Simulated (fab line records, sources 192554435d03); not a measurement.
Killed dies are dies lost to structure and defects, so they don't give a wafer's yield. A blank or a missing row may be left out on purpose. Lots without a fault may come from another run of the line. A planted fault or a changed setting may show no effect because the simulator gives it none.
Chamber matching | flow n5_finfet | N5_BEOL_M15_VIA_ETCH_16 on rie_diel-05: 4 sister chambers
The step etches SiO2 in C4F8/O2/Ar, target depth 1792.2 nm. 30 wafers are shown with their chamber, then 12 later ones without.

WAFERS WITH THEIR CHAMBER
wafer  | chamber | rf_vpp_V (V) | drypump_motor_current_A (A) | showerhead_plenum_p_Torr (Torr)
L074.1 | 1       | 2229         | 6.0                         | 3.52
L074.4 | 3       | 2331         | 5.8                         | 3.56
L074.6 | 1       | 2229         | 5.9                         | 3.52
L081.1 | 2       | 2248         | 5.0                         | 3.29
L081.2 | 1       | 2229         | 5.9                         | 3.51
L081.4 | 0       | 2076         | 5.1                         | 3.26
L079.1 | 0       | 2078         | 5.1                         | 3.26
L079.5 | 0       | 2076         | 5.1                         | 3.26
L079.6 | 3       | 2332         | 5.8                         | 3.55
L080.1 | 0       | 2076         | 5.1                         | 3.26
L080.3 | 2       | 2248         | 5.0                         | 3.29
L080.5 | 3       | 2331         | 5.8                         | 3.55
L083.1 | 2       | 2249         | 5.0                         | 3.28
L083.5 | 3       | 2331         | 5.8                         | 3.55
L083.6 | 0       | 2077         | 5.1                         | 3.26
L087.2 | 0       | 2077         | 5.1                         | 3.26
L087.5 | 1       | 2227         | 6.0                         | 3.50
L087.6 | 0       | 2076         | 5.1                         | 3.26
L089.1 | 1       | 2226         | 5.9                         | 3.50
L089.4 | 0       | 2075         | 5.1                         | 3.25
L089.6 | 1       | 2227         | 5.9                         | 3.50
L090.3 | 1       | 2227         | 5.9                         | 3.50
L090.4 | 2       | 2246         | 5.0                         | 3.28
L090.6 | 3       | 2330         | 5.8                         | 3.55
L093.3 | 0       | 2074         | 5.1                         | 3.25
L093.5 | 2       | 2247         | 5.0                         | 3.28
L093.6 | 3       | 2330         | 5.8                         | 3.55
L092.1 | 2       | 2249         | 5.0                         | 3.27
L092.2 | 0       | 2075         | 5.1                         | 3.25
L092.5 | 3       | 2330         | 5.8                         | 3.55

SIGNATURES (means of the wafers above)
reading                  | chamber 0 | chamber 1 | chamber 2 | chamber 3 | scatter within a chamber
rf_vpp_V                 | 2076.00   | 2227.71   | 2247.83   | 2330.71   | 1.1
drypump_motor_current_A  | 5.100     | 5.929     | 5.000     | 5.800     | 0.0234
showerhead_plenum_p_Torr | 3.2570    | 3.5071    | 3.2817    | 3.5514    | 0.00657
Rule: a wafer's distance from a chamber is the root of the sum, over the readings, of the square of ((its reading less the chamber's mean) divided by the reading's scatter). The wafer belongs to the nearest chamber; if the next one is less than 2 further off, it can't be placed. The scatter: the root of (the sum of the squares of (reading less its chamber's mean) over the shown wafers, divided by (wafers less chambers)).

WAFERS WITHOUT THEIR CHAMBER
wafer  | rf_vpp_V (V) | drypump_motor_current_A (A) | showerhead_plenum_p_Torr (Torr)
L094.2 | 2227         | 6.0                         | 3.49
L094.3 | 2074         | 5.2                         | 3.25
L094.6 | 2076         | 5.1                         | 3.25
L095.2 | 2245         | 5.0                         | 3.27
L095.5 | 2227         | 6.0                         | 3.49
L095.6 | 2330         | 5.8                         | 3.54
L097.2 | 2248         | 5.0                         | 3.27
L097.3 | 2328         | 5.8                         | 3.54
L097.6 | 2248         | 5.0                         | 3.27
L096.4 | 2246         | 5.0                         | 3.27
L096.5 | 2227         | 5.9                         | 3.49
L096.6 | 2329         | 5.8                         | 3.54

WHICH CHAMBER EACH WENT THROUGH
wafer  | from the rows above | in truth
L094.2 | 1                   | 1
L094.3 | 0                   | 0
L094.6 | 0                   | 0
L095.2 | 2                   | 2
L095.5 | 1                   | 1
L095.6 | 3                   | 3
L097.2 | 2                   | 2
L097.3 | 3                   | 3
L097.6 | 2                   | 2
L096.4 | 2                   | 2
L096.5 | 1                   | 1
L096.6 | 3                   | 3
Placed correctly: 12 of 12. Can't be placed from these rows: 0. Placed wrongly: 0.
